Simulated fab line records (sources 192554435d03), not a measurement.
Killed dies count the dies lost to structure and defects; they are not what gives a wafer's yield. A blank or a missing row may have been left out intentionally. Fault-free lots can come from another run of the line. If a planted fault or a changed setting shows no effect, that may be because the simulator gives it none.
fab line records -- flow n5_finfet -- part 2 of 2: steps 26 to 31 of 31
record: lots: 5, wafers: 15, last_day: 16
route steps=1938 shown MOL_CONTACT_COAG@551
lots that met no fault: taken from a fault-free run of the same line
start_h: start of the lot's first displayed wafer, in hours after the record's first day -- wait_h: how many hours have passed since the lot's step before this one -- " as in the row above -- L1.1+2: several wafers, shown together as one row -- - either no value or no given start -- * or withheld: withheld -- < > ~ a bound
route shown NAME@n: names a module that has steps shown in the file, with the first one's number in the route -- usual: mean/standard deviation of fault-free wafers -- same: alike in all rows -- chamber/n: place in a boat -- sites: readings site by site -- _std_site: the standard deviation of these -- _edge_site: mean of outer sites minus mean of inner sites -- radius_mm: how far each site lies from the wafer's centre -- mask NAME#n: copy n -- behind: the tool/chamber that last shaped the wafer -- hold: the reason the lot was held/the length of the hold in hours/how it ended -- device: whichever transistor did not switch (one of n, p or np) -- end of line: the tests these same wafers got at the end of their route -- for a step that has no rows: nothing shown but its recipe -- killed: the dies lost at the first sort to structure and to defects; this is not the yield of the wafer -- map: per-die view of a wafer (x killed, . not killed, _ where there is no die)
set.NAME: the run value of the setting; set.NAME@STEP: its run value at that earlier step -- model.NAME: the simulator's own value behind a step, which no gauge read
lots seen at some steps along the route; tables by step, rows by wafer
services: the hour from which a tool's chamber was out of use, counted from the record's first day as start_h (under 0 if before that day), plus the number of hours and why
== steps ==
step: N5_MOL_CONTACT_COAG_ETCH_90
recipe: chemistry: CF4, target: SiARC, target_depth_a: 130, mask_material: CAR-EUV, time_s: 21.7, ion_energy_ev: 80, pressure_mtorr: 40, source_w: 545, bias_w: 36, Ar_flow_sccm: 100, cf4_flow_sccm: 100, ends: cleared
usual: drypump_motor_current_A: 5.61/0.29, etch_rf_on_time_s: 21.9/0.59, oes_product_au: 0.67/0.065, rf_vpp_V: 184.4/1.1, showerhead_plenum_p_Torr: 2.17/0.053, throttle_valve_pct: 15.65/0.29
lot.wafer,tool,chamber,start_h,wait_h,drypump_motor_current_A,etch_rf_on_time_s,oes_product_au,rf_hours_counter_h,rf_vpp_V,showerhead_plenum_p_Torr,throttle_valve_pct
L075.1,rie_diel-06,3,106.58,0.0,5.13,21.6,0.63,155,184.7,2.24,16.04
L075.3,rie_diel-06,0,106.58,0.0,5.92,21.1,0.75,50,181.9,2.09,15.37
L075.6,rie_diel-06,3,106.58,0.0,5.12,21.7,0.63,-,184.9,2.24,16.04
L081.1,rie_diel-03,0,142.13,0.0,5.31,22.4,0.58,235,185.2,2.20,16.07
L081.2,rie_diel-03,2,142.13,0.0,6.27,22.8,0.61,190,183.1,2.12,15.68
L081.5,rie_diel-03,3,142.13,0.0,5.14,21.9,0.64,-,183.6,2.15,15.66
L082.1,rie_diel-01,3,148.71,0.0,5.45,22.4,0.76,29,184.8,2.11,15.22
L082.2,rie_diel-01,0,148.71,0.0,5.74,21.2,0.75,47,186.1,2.26,15.15
L082.5,rie_diel-01,1,148.71,0.0,5.48,21.3,0.66,-,185.3,2.23,15.81
L091.3,rie_diel-06,1,200.53,0.0,5.65,21.9,0.60,234,183.8,2.19,16.02
L091.5,rie_diel-06,0,200.53,0.0,5.89,21.4,0.71,-,181.9,2.08,15.41
L091.6,rie_diel-06,1,200.53,0.0,5.64,22.0,0.60,-,184.3,2.19,16.02
L093.1,rie_diel-03,0,217.43,0.0,5.30,22.1,0.79,5,184.1,2.19,15.59
L093.3,rie_diel-03,3,217.43,0.0,5.14,22.0,0.61,177,184.6,2.14,15.71
L093.5,rie_diel-03,2,217.43,0.0,6.28,22.9,0.59,-,183.8,2.11,15.75
step: N5_MOL_CONTACT_COAG_ALD_131
recipe: material: SiO2, target_thk_a: 50, temp_c: 100, ald_precursor_family: BDEAS, ald_co_reactant: O2-plasma, pulse_time_s: 1, co_reactant_pulse_time_s: 1, purge_time_s: 2, co_reactant_purge_time_s: 2, ald_cycles: 35, pressure_torr: 2
usual: heater_power_w: 79/7, precursor_pulse_height_rel: 1.002/0.019, susceptor_temp_C: 99.99/0.13
same: pulse_time_s: 1
lot.wafer,tool,chamber,start_h,wait_h,heater_power_w,precursor_pulse_height_rel,susceptor_temp_C
L075.1,ald_sin-03,3,106.66,0.1,81,1.005,99.97
L075.3,ald_sin-03,2,106.66,0.1,71,0.987,99.98
L075.6,ald_sin-03,1,106.66,0.1,77,0.984,99.74
L081.1,ald_sin-03,2,142.22,0.1,70,0.980,99.98
L081.2,ald_sin-03,3,142.22,0.1,83,0.978,99.86
L081.5,ald_sin-03,3,142.22,0.1,80,1.020,100.07
L082.1,ald_sin-03,2,148.87,0.1,71,1.006,99.94
L082.2,ald_sin-03,1,148.87,0.1,76,1.013,100.01
L082.5,ald_sin-03,2,148.87,0.1,69,1.004,100.27
L091.3,ald_sin-04,2,200.61,0.1,79,0.995,100.04
L091.5,ald_sin-04,2,200.61,0.1,77,0.982,100.00
L091.6,ald_sin-04,3,200.61,0.1,82,0.965,99.78
L093.1,ald_sin-03,2,217.52,0.1,71,1.006,100.09
L093.3,ald_sin-03,0,217.52,0.1,77,1.024,99.99
L093.5,ald_sin-03,1,217.52,0.1,74,0.999,99.98
step: N5_MOL_CONTACT_COAG_ETCHBACK_132
recipe: chemistry: CHF3, target: SiO2, target_depth_a: 100, time_s: 6.7, ion_energy_ev: 200, pressure_mtorr: 30, source_w: 610, bias_w: 170, Ar_flow_sccm: 200, CHF3_flow_sccm: 50
usual: drypump_motor_current_A: 5.59/0.29, oes_ar_750_au: 0.78/0.069, oes_product_au: 0.77/0.071, rf_vpp_V: 522/10, showerhead_plenum_p_Torr: 2.41/0.061, throttle_valve_pct: 18.76/0.3
same: time_s: 6.7
lot.wafer,tool,chamber,start_h,wait_h,drypump_motor_current_A,oes_ar_750_au,oes_product_au,rf_hours_counter_h,rf_vpp_V,showerhead_plenum_p_Torr,throttle_valve_pct
L075.1,rie_diel-06,0,106.84,0.1,5.90,0.87,0.87,50,513,2.31,18.40
L075.3,rie_diel-06,2,106.84,0.1,5.53,0.85,0.84,62,534,2.41,18.71
L075.6,rie_diel-06,2,106.84,0.1,5.51,0.85,0.85,-,533,2.41,18.71
L081.1,rie_diel-06,1,142.40,0.1,5.64,0.74,0.73,215,512,2.44,19.10
L081.2,rie_diel-06,3,142.40,0.1,5.16,0.74,0.73,167,497,2.48,19.18
L081.5,rie_diel-06,2,142.40,0.1,5.51,0.83,0.84,-,533,2.41,18.74
L082.1,rie_diel-06,1,149.06,0.1,5.63,0.74,0.72,218,511,2.44,19.10
L082.2,rie_diel-06,3,149.06,0.1,5.14,0.75,0.72,170,498,2.48,19.16
L082.5,rie_diel-06,3,149.06,0.1,5.11,0.75,0.73,-,499,2.48,19.16
L091.3,rie_diel-03,2,200.83,0.1,6.27,0.71,0.70,212,526,2.35,18.77
L091.5,rie_diel-03,2,200.83,0.1,6.28,0.71,0.71,-,527,2.35,18.78
L091.6,rie_diel-03,1,200.83,0.1,5.76,0.74,0.77,-,538,2.38,18.56
L093.1,rie_diel-06,0,217.83,0.2,5.89,0.83,0.83,88,513,2.30,18.49
L093.3,rie_diel-06,3,217.83,0.2,5.13,0.72,0.70,193,498,2.47,19.21
L093.5,rie_diel-06,3,217.83,0.2,5.13,0.72,0.70,-,497,2.47,19.21
step: N5_MOL_CONTACT_COAG_ETCH_91
recipe: chemistry: N2/H2, target: SOC, target_depth_a: 600, overetch_a: 210, mask_material: SiARC, temp_c: 40, time_s: 101.2, ion_energy_ev: 200, pressure_mtorr: 30, source_w: 840, bias_w: 150, n2_flow_sccm: 200, h2_flow_sccm: 200
usual: drypump_motor_current_A: 5.59/0.29, oes_product_au: 0.65/0.057, rf_vpp_V: 525.0/2, showerhead_plenum_p_Torr: 2.58/0.073, throttle_valve_pct: 17.9/0.32
same: time_s: 101.2
lot.wafer,tool,chamber,start_h,wait_h,drypump_motor_current_A,oes_product_au,rf_hours_counter_h,rf_vpp_V,showerhead_plenum_p_Torr,throttle_valve_pct
L075.1,rie_diel-06,0,106.88,0.0,5.91,0.72,50,523.0,2.47,17.5
L075.3,rie_diel-06,2,106.88,0.0,5.51,0.70,62,524.1,2.58,17.8
L075.6,rie_diel-06,2,106.88,0.0,5.54,0.71,-,524.2,2.58,17.8
L081.1,rie_diel-06,1,142.43,0.0,5.62,0.61,215,526.4,2.61,18.2
L081.2,rie_diel-06,3,142.43,0.0,5.11,0.61,167,525.4,2.65,18.4
L081.5,rie_diel-06,2,142.43,0.0,5.49,0.70,-,524.4,2.58,17.8
L082.1,rie_diel-06,1,149.10,0.0,5.64,0.60,218,525.2,2.60,18.2
L082.2,rie_diel-06,3,149.10,0.0,5.13,0.61,170,524.6,2.65,18.4
L082.5,rie_diel-06,3,149.10,0.0,5.15,0.61,-,526.8,2.65,18.4
L091.3,rie_diel-03,2,200.86,0.0,6.23,0.60,212,523.8,2.50,17.8
L091.5,rie_diel-03,2,200.86,0.0,6.27,0.60,-,523.5,2.50,17.8
L091.6,rie_diel-03,1,200.86,0.0,5.77,0.65,-,524.0,2.54,17.6
L093.1,rie_diel-06,0,217.86,0.0,5.93,0.68,88,521.5,2.46,17.5
L093.3,rie_diel-06,3,217.86,0.0,5.09,0.59,193,525.8,2.64,18.4
L093.5,rie_diel-06,3,217.86,0.0,5.12,0.59,-,525.6,2.64,18.4
step: N5_MOL_CONTACT_COAG_STRIP_92
recipe: chemistry: N2/H2, temp_c: 40, n2_flow_sccm: 200, h2_flow_sccm: 200, rf_frequency_hz: 6e+07
lot.wafer,tool,chamber,start_h,wait_h
L075.1+3+6,rie_diel-06,"0,2,2",106.95,0.0
L081.1+2+5,rie_diel-06,"1,3,2",142.51,0.0
L082.1+2+5,rie_diel-06,"1,3,3",149.17,0.0
L091.3+5+6,rie_diel-03,"2,2,1",200.93,0.0
L093.1+3+5,rie_diel-06,"0,3,3",217.93,0.0
step: N5_MOL_CONTACT_COAG_STRIP_93
recipe: chemistry: N2/H2, temp_c: 40, n2_flow_sccm: 200, h2_flow_sccm: 200, rf_frequency_hz: 6e+07
lot.wafer,tool,chamber,start_h,wait_h
L075.1+3+6,rie_diel-06,"0,2,2",106.96,0.0
L081.1+2+5,rie_diel-06,"1,3,2",142.52,0.0
L082.1+2+5,rie_diel-06,"1,3,3",149.18,0.0
L091.3+5+6,rie_diel-03,"2,2,1",200.94,0.0
L093.1+3+5,rie_diel-06,"0,3,3",217.94,0.0
== services ==
tool,chamber,start_h,hours,kind
cmp-02,-,80.54,0.3,repair
pvd_sputter-03,-,85.74,4.6,repair
cmp-03,-,86.36,0.6,repair
rie_diel-01,2,87.98,4.9,repair
cmp-01,-,95.58,2.7,repair
rie_diel-01,3,105.08,9.1,repair
euv_scanner-02,-,107.15,1.0,pm
cmp-03,-,108.70,7.0,pm
rie_diel-01,0,113.19,5.2,repair
rie_diel-06,2,113.32,8.0,repair
ald_sin-03,1,114.06,7.8,repair
cmp-03,-,121.70,1.0,repair
euv_scanner-02,-,136.57,0.3,repair
rie_diel-06,2,144.85,12.2,repair
euv_scanner-02,-,153.84,4.6,pm
ald_sin-03,-,162.30,6.1,pm
euv_scanner-02,-,163.30,1.0,pm
rie_diel-03,0,170.10,5.9,repair
cmp-03,-,171.85,0.3,repair
ald_sin-03,-,177.94,14.0,pm
wet_bench-04,-,198.38,1.3,repair
ald_sin-03,-,207.83,6.0,pm
cmp-03,-,212.39,4.0,pm
cmp-03,-,216.39,6.0,pm
